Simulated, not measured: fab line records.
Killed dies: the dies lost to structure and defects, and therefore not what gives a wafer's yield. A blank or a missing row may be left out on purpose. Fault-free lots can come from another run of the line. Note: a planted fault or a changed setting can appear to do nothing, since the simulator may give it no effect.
fab line records ; flow nand-harc
[record] lots = 6; wafers = 18; last-day = 31
route steps=1302 shown P_START@1 P_ZERO_WELL@2 END@1302
lots with no fault: from the same line, run without faults
start-h: the number of hours between the record's first day and the start of the first shown wafer of the lot ; wait-h: how many hours have passed since the lot's step before this one ; " same as the row above ; L1.1+2: one row covering several wafers at once ; - value missing, or start not given ; * or withheld: withheld ; < > ~ a bound
route shown NAME@n: names a module that has steps shown in the file, with the first one's number in the route ; usual: mean/standard deviation of fault-free wafers ; same: alike in all rows ; chamber/n: place in a boat ; sites: readings site by site ; _std_site: standard deviation across them ; _edge_site: the outer-site mean with the inner-site mean subtracted ; radius-mm: how far each site lies from the wafer's centre ; mask NAME#n: copy n ; behind: the last tool/chamber to shape the wafer ; hold: why the lot went on hold/how many hours it stayed there/how the hold came to an end ; device: the transistor (n, p or np) that didn't switch ; end of line: tests of these same wafers at the route's end ; for a step that has no rows: nothing shown but its recipe ; killed: at the first sort, the dies lost to defects and structure; wafer yield is something else ; map: per-die view of a wafer (x killed, . not killed, _ where there is no die)
set.NAME: the setting the step ran with; set.NAME@STEP: the setting that earlier step ran with ; model.NAME: the simulator's own value behind a step, which no gauge read
lots seen at some steps along the route; tables by step, rows by wafer
services: when a tool's chamber went out of use (start-h, in hours from the record's first day, below 0 if earlier), for how many hours, and the reason
[[steps]]
[step NHARC_P_START_INSPECT_01]
[usual] raw-defect-count = 3.5/1.7
lot.wafer;tool;chamber;start-h;wait-h;raw-defect-count
L962.1;defect-inspect-01;-;20.04;-;4
L962.5;defect-inspect-01;-;20.04;-;2
L962.6;defect-inspect-01;-;20.04;-;4
L964.1;defect-inspect-01;-;40.04;-;3
L964.4;defect-inspect-01;-;40.04;-;4
L964.5;defect-inspect-01;-;40.04;-;5
L967.2;defect-inspect-02;-;70.04;-;2
L967.3;defect-inspect-02;-;70.04;-;10
L967.5;defect-inspect-02;-;70.04;-;5
L972.1;defect-inspect-02;-;120.04;-;2
L972.2;defect-inspect-02;-;120.04;-;3
L972.5;defect-inspect-02;-;120.04;-;4
L980.1;defect-inspect-01;-;200.04;-;1
L980.3;defect-inspect-01;-;200.04;-;4
L980.6;defect-inspect-01;-;200.04;-;5
L981.3;defect-inspect-01;-;210.04;-;3
L981.5;defect-inspect-01;-;210.04;-;4
L981.6;defect-inspect-01;-;210.04;-;7
[step NHARC_P_ZERO_WELL_PRECLEAN_00]
[recipe] time-s = 600; temp-c = 120; chemistry = SPM
[step NHARC_P_ZERO_WELL_SRD_01]
[step NHARC_P_ZERO_WELL_PECVD_02]
[recipe] target-thk-a = 100; temp-c = 400; pressure-torr = 6.5; rf-w = withheld; teos-flow-sccm = withheld; flow-sccm = 2650; target-thk-nm = 10; gas = O2; material = SiO2
[step NHARC_P_ZERO_WELL_DEHYDRATE_03]
[recipe] temp-c = 150; time-s = 120
[step NHARC_P_ZERO_WELL_HMDS_04]
[recipe] time-s = 30
[step NHARC_P_ZERO_WELL_COAT_64]
[recipe] temp-c = 200; time-s = 65
[step NHARC_P_ZERO_WELL_COAT_05]
[recipe] spin-rpm = 2000; resist-thk-nm = 600
[step NHARC_P_ZERO_WELL_SOFTBAKE_06]
[recipe] temp-c = 125; time-s = 70
[usual] heater-power-total-W = 200.7/1.2
lot.wafer;tool;chamber;start-h;wait-h;heater-power-total-W
L962.1;litho-track-03;0;20;-;199.4
L962.5;litho-track-03;0;20;-;199.7
L962.6;litho-track-03;0;20;-;201.0
L964.1;litho-track-05;0;40;-;199.3
L964.4;litho-track-05;0;40;-;202.6
L964.5;litho-track-05;0;40;-;198.8
L967.2;litho-track-03;0;70;-;199.4
L967.3;litho-track-03;0;70;-;200.8
L967.5;litho-track-03;0;70;-;202.5
L972.1;litho-track-03;0;120;-;200.0
L972.2;litho-track-03;0;120;-;202.6
L972.5;litho-track-03;0;120;-;200.5
L980.1;litho-track-05;0;200;-;236.4
L980.3;litho-track-05;0;200;-;235.4
L980.6;litho-track-05;0;200;-;235.0
L981.3;litho-track-05;0;210;-;232.9
L981.5;litho-track-05;0;210;-;233.2
L981.6;litho-track-05;0;210;-;232.2
[step NHARC_P_ZERO_WELL_EBR_07]
[step NHARC_P_ZERO_WELL_EXPOSE_08]
[recipe] na = 0.55; target-cd-nm = 500; dose-mj = 33.8; mask-id = P_ZERO
[step NHARC_P_ZERO_WELL_PEB_09]
[recipe] peb-temp-c = 128; peb-time-s = 80
[step NHARC_P_ZERO_WELL_DEVELOP_10]
[recipe] time-s = 50; dev-temp-c = 22
[step NHARC_P_ZERO_WELL_CD_MEAS_11]
[recipe] target-cd-nm = 500; landing-energy-ev = 500
[usual] cd-nm = 499.8/1.5
lot.wafer;tool;chamber;start-h;wait-h;cd-nm
L962.1;cd-sem-02;0;21.14;-;498.5
L962.5;cd-sem-02;0;21.14;-;497.5
L962.6;cd-sem-02;0;21.14;-;499.2
L964.1;cd-sem-03;0;41.25;-;499.4
L964.4;cd-sem-03;0;41.25;-;499.4
L964.5;cd-sem-03;0;41.25;-;499.7
L967.2;cd-sem-01;0;81.24;-;498.8
L967.3;cd-sem-01;0;81.24;-;499.6
L967.5;cd-sem-01;0;81.24;-;499.6
L972.1;cd-sem-03;0;121.11;-;497.4
L972.2;cd-sem-03;0;121.11;-;497.6
L972.5;cd-sem-03;0;121.11;-;499.7
L980.1;cd-sem-02;0;201.24;-;541.8
L980.3;cd-sem-02;0;201.24;-;542.7
L980.6;cd-sem-02;0;201.24;-;543.8
L981.3;cd-sem-02;0;211.24;-;542.0
L981.5;cd-sem-02;0;211.24;-;544.7
L981.6;cd-sem-02;0;211.24;-;545.1
[step NHARC_P_ZERO_WELL_HARDBAKE_12]
[recipe] temp-c = 118; time-s = 65
[step NHARC_END_SORT_01]
[recipe] temp-c = 25
[usual] killed-at-array = 56/21; killed-at-other = 1.2/1.6; killed-at-periphery = 3.7/2.5; killed-dies = 61/21; killed-open = 3.1/1.8; killed-short = 2.8/1.7
[same] gross-dies = 677
lot.wafer;tool;chamber;start-h;wait-h;killed-at-array;killed-at-other;killed-at-periphery;killed-dies;killed-open;killed-short
L980.1;prober-01;0;738.78;2.5;59;0;7;66;3;1
L980.3;prober-01;0;740.40;3.1;65;3;4;72;0;3
L980.6;prober-01;0;742.83;4.0;47;1;7;55;7;4
// killed by level:class
L980.1 A_SLIT:chamber-film-flake=29 A_CHANNEL_HOLE_D1:chamber-film-flake=5 A_M1:chamber-film-flake=4 A_SGD_CUT:chamber-film-flake=4 A_DECK1_JOINT:chamber-film-flake=3 A_STAIRCASE:chamber-film-flake=3 P_M1:chamber-film-flake=2 A_ZERO_WELL:chamber-film-flake=2
L980.3 A_SLIT:chamber-film-flake=41 A_CHANNEL_HOLE_D1:chamber-film-flake=14 A_CONTACT:chamber-film-flake=4 P_ZERO_WELL:area-peb=3 THIN_TSV:chamber-film-flake=2 A_DECK1_JOINT:geometric-particle:short=1 A_M0:geometric-particle:short=1 STARTING-WAFER:geometric-particle:short=1
L980.6 A_SLIT:chamber-film-flake=25 A_CHANNEL_HOLE_D1:chamber-film-flake=7 A_CONTACT:chamber-film-flake=4 A_CHANNEL_FILL_D1:geometric-particle:open=2 P_BONDPAD:chamber-film-flake=2 P_ZERO_WELL:area-peb=2 P_GATE:geometric-particle:open=1 P_M0:geometric-particle:open=1
[[services]]
tool;chamber;start-h;hours;kind
litho-track-05;-;-2.08;-;consumable-replace:filter
litho-track-03;-;100.00;7.0;pm
litho-track-05;-;124.00;7.0;pm
[[key]]
[first-sign] step = NHARC_P_ZERO_WELL_SOFTBAKE_06; reading = heater-power-total-W; direction = up; sigmas = 27; usual = *; struck = *
[effect] step = NHARC_P_ZERO_WELL_CD_MEAS_11; reading = cd-nm; direction = up; sigmas = 29; usual = 499.8; struck = 543.3
met-at NHARC_P_ZERO_WELL_SOFTBAKE_06
struck-wafers L980.1,L980.3,L980.6,L981.3,L981.5,L981.6
rows-end L981.3,L981.5,L981.6
tester-left-out L980
onset-between 40 200
[fault] kind = process-parameter-drift; tool = litho-track-05; chamber = -; onset-h = 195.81; steps = NHARC_P_ZERO_WELL_SOFTBAKE_06; channel = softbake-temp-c; offset = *; shape = step; end-h = 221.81; acts-in = *; stated = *
// tester-left-out: of these lots the tester's yield and bins aren't shown, on N5 and GAA mostly nor the transistor test; their killed dies are dies lost to structure and defects alone, not to doping, threshold or leakage, so they don't give the yield
// rows-end: these wafers met a further fault down the route, and their rows from its step on are left out
